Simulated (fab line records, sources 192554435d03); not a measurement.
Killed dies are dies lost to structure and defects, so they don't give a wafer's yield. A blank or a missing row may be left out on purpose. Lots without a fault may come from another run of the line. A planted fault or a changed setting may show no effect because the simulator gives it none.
Which tool did it? | flow n5_finfet | 10 lots, 28 wafers sampled, at 5 steps of a route of 1938

WHAT THE GAUGES READ, wafer by wafer
N5_BEOL_M4_RC_MEAS_101.
lot  | measured     | on        | DIBL_N (mV/V)  | DIBL_P (mV/V)  | IOFF_N (nA/um)    | IOFF_P (nA/um) | ION_N (uA/um) | ION_P (uA/um) | SS_N (mV/dec)  | SS_P (mV/dec)  | VT_N (mV)   | VT_P (mV)
L343 | day 8 19:02  | prober-02 | 36.0 35.5 38.2 | 35.6 35.7 37.7 | 0.173 0.165 0.214 | 0.22 0.23 0.27 | 682 682 690   | 468 468 469   | 71.7 71.4 71.7 | 73.0 73.1 73.6 | 248 247 246 | -247 -244 -242
L345 | day 8 23:17  | prober-02 | 32.9 34.7 35.1 | 32.2 34.7 35.1 | 0.110 0.137 0.147 | 0.18 0.21 0.22 | 663 678 680   | 462 472 464   | 69.8 70.9 71.3 | 72.5 72.8 72.7 | 255 250 252 | -249 -248 -249
L346 | day 9 04:28  | prober-01 | 33.5 33.3 34.0 | 33.1 32.9 33.4 | 0.131 0.129 0.138 | 0.17 0.17 0.16 | 676 670 675   | 461 453 460   | 71.2 71.2 70.9 | 72.3 73.0 73.1 | 249 251 253 | -254 -255 -254
L349 | day 11 01:19 | prober-01 | 33.0 33.5      | 33.6 34.4      | 0.117 0.131       | 0.19 0.20      | 669 668       | 462 469       | 70.5 71.2      | 72.8 72.3      | 251 252     | -250 -250
L351 | day 10 14:44 | prober-01 | 35.6 33.0 37.3 | 36.1 33.0 38.3 | 0.139 0.098 0.168 | 0.21 0.17 0.24 | 675 654 690   | 467 456 474   | 71.7 70.8 72.6 | 73.2 72.1 74.0 | 250 256 248 | -250 -252 -245
L354 | day 11 10:17 | prober-01 | 35.5 34.3      | 35.2 33.2      | 0.131 0.118       | 0.18 0.16      | 661 664       | 459 454       | 70.9 70.7      | 73.8 72.8      | 254 254     | -254 -256
L363 | day 14 18:48 | prober-01 | 34.3 37.4 36.3 | 33.8 38.1 36.9 | 0.121 0.175 0.154 | 0.19 0.26 0.23 | 656 675 674   | 450 472 472   | 71.3 71.4 71.2 | 72.6 73.6 72.7 | 253 249 251 | -251 -247 -250
L364 | day 14 19:01 | prober-02 | 38.4 33.5 35.1 | 38.9 34.8 36.8 | 0.223 0.133 0.157 | 0.25 0.19 0.21 | 674 675 681   | 451 461 466   | 72.7 70.7 70.6 | 74.1 72.9 73.5 | 250 252 248 | -248 -248 -252
L365 | day 15 03:55 | prober-01 | 37.5 35.5 36.4 | 36.4 34.0 35.6 | 0.162 0.135 0.157 | 0.26 0.23 0.25 | 673 673 677   | 469 466 476   | 71.4 71.0 71.7 | 73.5 73.5 74.0 | 252 251 250 | -244 -247 -243
L366 | day 15 04:52 | prober-01 | 35.0 34.8 35.2 | 35.3 36.6 35.1 | 0.138 0.135 0.132 | 0.21 0.23 0.21 | 667 661 677   | 463 462 474   | 71.1 71.2 71.0 | 73.1 73.1 73.1 | 249 249 249 | -248 -247 -248

WHICH TOOL RAN EACH LOT (tool, then ch and the chambers of the sampled wafers, then the start)
lot  | N5_BEOL_M2_VIA_ETCH_34             | N5_BEOL_M2_TRENCH_ETCH_37                     | N5_BEOL_M2_CVD_47                | N5_BEOL_M2_SPUTTER_79
L343 | rie_diel-06 ch 0,1,2, day 7 09:32  | rie_diel-06 ch 0,1,2, day 7 11:09 or earlier  | cvd_co-02 ch 0,2, day 7 11:09    | pvd_sputter-01, day 7 11:34
L345 | rie_diel-04 ch 0,1,2, day 7 13:08  | rie_diel-04 ch 0,1,2, day 7 14:17 or earlier  | cvd_co-01 ch 0,1, day 7 14:17    | pvd_sputter-02, day 7 14:47
L346 | rie_diel-05 ch 2,3, day 7 22:21    | rie_diel-05 ch 2,3, day 8 00:27 or earlier    | cvd_co-01 ch 0,2, day 8 00:27    | pvd_sputter-01, day 8 01:10
L349 | rie_diel-05 ch 2, day 8 20:31      | rie_diel-05 ch 2, day 8 21:22 or earlier      | cvd_co-01 ch 1,2, day 8 21:22    | pvd_sputter-01, day 8 21:45
L351 | rie_diel-04 ch 1,2,3, day 8 21:01  | rie_diel-04 ch 1,2,3, day 8 23:26 or earlier  | cvd_co-01 ch 0,1,2, day 8 23:26  | pvd_sputter-02, day 8 23:45
L354 | rie_diel-04 ch 3, day 9 15:00      | rie_diel-04 ch 3, day 9 16:15 or earlier      | cvd_co-01 ch 0, day 9 16:15      | pvd_sputter-01, day 9 16:43
L363 | rie_diel-04 ch 0,1,3, day 12 16:22 | rie_diel-04 ch 0,1,3, day 12 17:35 or earlier | cvd_co-01 ch 0,1,2, day 12 17:35 | pvd_sputter-01, day 12 18:41
L364 | rie_diel-05 ch 0,1, day 13 04:41   | rie_diel-05 ch 0,1, day 13 06:29 or earlier   | cvd_co-02 ch 1,2, day 13 06:29   | pvd_sputter-03, day 13 06:53
L365 | rie_diel-05 ch 1,2,3, day 13 18:39 | rie_diel-05 ch 1,2,3, day 13 19:46 or earlier | cvd_co-01 ch 0,1,2, day 13 19:46 | pvd_sputter-02, day 13 20:09
L366 | rie_diel-06 ch 0,3, day 13 22:50   | rie_diel-06 ch 0,3, day 13 23:50 or earlier   | cvd_co-01 ch 0,1,2, day 13 23:50 | pvd_sputter-03, day 14 00:23
- N5_BEOL_M2_VIA_ETCH_34: etches the open film in C4F6/O2, target depth 69.4 nm, time 65.9 s.
- N5_BEOL_M2_TRENCH_ETCH_37: etches SiOC in C4F6/O2, target depth 55.555 nm, time 29.2 s.
- N5_BEOL_M2_CVD_47: deposits Co from CCTBA/H2, target thk 3 nm, time 223.8 s.
- N5_BEOL_M2_SPUTTER_79: material Cu, target thk 4.5 nm, time 8.29 s.

WHAT THE TOOLS THEMSELVES READ (means of the sampled wafers that have a number; where no wafer has one, the mark that the record gives instead)
N5_BEOL_M2_VIA_ETCH_34.
lot  | tool        | C4F6_flow_sccm (sccm) | drypump_motor_current_A (A) | oes_product_au (a.u.) | rf_vpp_V (V) | showerhead_plenum_p_Torr (Torr) | throttle_valve_pct (%)
L343 | rie_diel-06 | 9.989                 | 5.64                        | 0.86                  | 678          | 2.94                            | 30.7
L345 | rie_diel-04 | 9.984                 | 5.66                        | 0.79                  | 666          | 2.81                            | 30.9
L346 | rie_diel-05 | 10.006                | 5.97                        | 0.74                  | 651          | 2.84                            | 31.1
L349 | rie_diel-05 | 9.984                 | 6.13                        | 0.82                  | 656          | 2.87                            | 30.9
L351 | rie_diel-04 | 10.020                | 5.84                        | 0.84                  | 671          | 2.87                            | 30.9
L354 | rie_diel-04 | 10.047                | 6.03                        | 0.87                  | 693          | 3.02                            | 30.9
L363 | rie_diel-04 | 10.015                | 5.83                        | 0.89                  | 677          | 2.89                            | 30.7
L364 | rie_diel-05 | 9.995                 | 5.64                        | 0.78                  | 665          | 2.85                            | 30.3
L365 | rie_diel-05 | 9.976                 | 5.95                        | 0.83                  | 657          | 2.85                            | 30.7
L366 | rie_diel-06 | 9.990                 | 5.49                        | 0.84                  | 660          | 2.95                            | 30.6

N5_BEOL_M2_TRENCH_ETCH_37.
lot  | tool        | C4F6_flow_sccm (sccm) | drypump_motor_current_A (A) | oes_product_au (a.u.) | rf_vpp_V (V) | showerhead_plenum_p_Torr (Torr) | throttle_valve_pct (%)
L343 | rie_diel-06 | 9.979                 | 5.65                        | 0.87                  | 677          | 2.94                            | 20.69
L345 | rie_diel-04 | 9.998                 | 5.64                        | 0.78                  | 666          | 2.81                            | 20.95
L346 | rie_diel-05 | 10.007                | 5.97                        | 0.74                  | 651          | 2.85                            | 21.13
L349 | rie_diel-05 | 10.020                | 6.16                        | 0.82                  | 658          | 2.88                            | 21.02
L351 | rie_diel-04 | 10.013                | 5.83                        | 0.83                  | 671          | 2.87                            | 20.97
L354 | rie_diel-04 | 10.011                | 6.04                        | 0.87                  | 694          | 3.02                            | 20.89
L363 | rie_diel-04 | 10.027                | 5.82                        | 0.89                  | 677          | 2.90                            | 20.74
L364 | rie_diel-05 | 10.001                | 5.65                        | 0.78                  | 665          | 2.86                            | 20.52
L365 | rie_diel-05 | 10.003                | 5.97                        | 0.83                  | 657          | 2.85                            | 20.80
L366 | rie_diel-06 | 9.995                 | 5.49                        | 0.83                  | 661          | 2.96                            | 20.76

N5_BEOL_M2_CVD_47.
lot  | tool      | run_length_s (s)
L343 | cvd_co-02 | 247.2
L345 | cvd_co-01 | 246.0
L346 | cvd_co-01 | 246.2
L349 | cvd_co-01 | 207.0
L351 | cvd_co-01 | 193.6
L354 | cvd_co-01 | 206.0
L363 | cvd_co-01 | 246.6
L364 | cvd_co-02 | 247.1
L365 | cvd_co-01 | 246.5
L366 | cvd_co-01 | 246.3

N5_BEOL_M2_SPUTTER_79.
lot  | tool           | throttle_valve_pct (%)
L343 | pvd_sputter-01 | 30.4
L345 | pvd_sputter-02 | 31.5
L346 | pvd_sputter-01 | 30.8
L349 | pvd_sputter-01 | 30.9
L351 | pvd_sputter-02 | 30.8
L354 | pvd_sputter-01 | 31.1
L363 | pvd_sputter-01 | 30.8
L364 | pvd_sputter-03 | 30.9
L365 | pvd_sputter-02 | 30.7
L366 | pvd_sputter-03 | 29.2

THE ANSWER, worked out from the rows above alone
Rule: what is usual is taken from the lots themselves. Put in order of their means at a reading, lots are off if they are a third of the lots or fewer, leave a main group of 4 or more, and stand apart from it by a gap of 3 or more times the standard deviation of the main group's means; of several such gaps the widest counts. A main group whose means are all the same, to the digits that the tables above print for the reading, isn't used. A lot without any number at a reading at which 4 lots or more have one is off too. The other lots that the step has rows for count as sound. The gauges are gone through in route order, then the tools' own readings, and for those a lot's mean is taken as printed above. The first step at which some lot is off is used, and at that step the reading that is off furthest; a lot without a number counts as furthest.
Off: L349, L351, L354, at N5_BEOL_M2_CVD_47 (run_length_s). The main group: mean 246.6 s, standard deviation 0.42.
A tool fits if, at that step or a process step before it, it ran every lot that is off, and no sound lot after the first of them. N5_BEOL_M2_TRENCH_ETCH_37 gives no start for some lots, so the hours and the order of its lots are those of N5_BEOL_M2_CVD_47. None of those tried fits.

WHAT THE SIMULATOR HAD PUT IN
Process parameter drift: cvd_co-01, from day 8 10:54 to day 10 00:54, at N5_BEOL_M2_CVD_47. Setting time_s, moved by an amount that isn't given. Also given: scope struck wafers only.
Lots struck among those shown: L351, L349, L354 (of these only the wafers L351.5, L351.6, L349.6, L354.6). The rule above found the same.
